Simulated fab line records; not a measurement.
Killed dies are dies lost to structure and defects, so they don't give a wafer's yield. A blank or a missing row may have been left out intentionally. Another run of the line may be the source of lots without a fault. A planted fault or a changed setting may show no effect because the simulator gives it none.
Which tool is to blame?	flow n5-finfet	29 wafers from 10 lots sampled at 2 of the route's 1938 steps

WHAT THE GAUGES READ, wafer by wafer
N5_BEOL_M7_OVL_MEAS_29.
lot	measured	on	V6_OVL (nm)
L468	day 8 21:47	overlay-02	0.4 0.5 0.4
L469	day 9 06:44	overlay-02	-0.2 -0.1
L472	day 9 23:07	overlay-01	0.3 -0.7 0.3
L473	day 10 13:23	overlay-02	0.3 0.2 0.0
L475	day 10 19:18	overlay-01	-0.3 0.0 -0.5
L477	day 11 04:47	overlay-01	-0.3 -0.8 -1.0
L484	day 13 08:24	overlay-02	-0.6 0.0 -0.4
L487	day 14 12:04	overlay-02	0.9 0.1 0.7
L491	day 14 16:43	overlay-02	-0.4 0.6 -0.4
L490	day 14 23:06	overlay-01	0.6 1.3 1.4

EACH LOT AND THE TOOL THAT RAN IT (in order: tool; ch and the chambers of the sampled wafers; start)
lot	N5_BEOL_M7_ETCH_62
L468	rie-diel-02 ch 1,3, day 8 19:09
L469	rie-diel-02 ch 0,3, day 9 03:40
L472	rie-diel-05 ch 1,2,3, day 9 20:40
L473	rie-diel-02 ch 1,2, day 10 12:27
L475	rie-diel-01 ch 0,1,2, day 10 16:37
L477	rie-diel-02 ch 0,1,3, day 11 02:01
L484	rie-diel-05 ch 0,1,2, day 13 06:22
L487	rie-diel-01 ch 0,3, day 14 10:43
L491	rie-diel-02 ch 0,1,2, day 14 14:19
L490	rie-diel-05 ch 0,1,2, day 14 20:25
- N5_BEOL_M7_ETCH_62: etches SOC in N2/H2, target depth 110 nm, overetch 22 nm, time 165 s.

THE ANSWER, worked out from the rows above alone
Rule: what is usual is taken from the lots themselves. Put in order of their means at a reading, lots are off if they are a third of the lots or fewer, leave a main group of 4 or more, and stand apart from it by a gap of 3 or more times the standard deviation of the main group's means; of several such gaps the widest counts. If all means in a main group match to the digits the tables above print for the reading, that group is not used. A lot without any number at a reading at which 4 lots or more have one is off too. All remaining lots with rows at the step are treated as sound.
No lot is off on any of the readings shown, so nothing can be concluded from this.

WHAT THE SIMULATOR HAD INSERTED
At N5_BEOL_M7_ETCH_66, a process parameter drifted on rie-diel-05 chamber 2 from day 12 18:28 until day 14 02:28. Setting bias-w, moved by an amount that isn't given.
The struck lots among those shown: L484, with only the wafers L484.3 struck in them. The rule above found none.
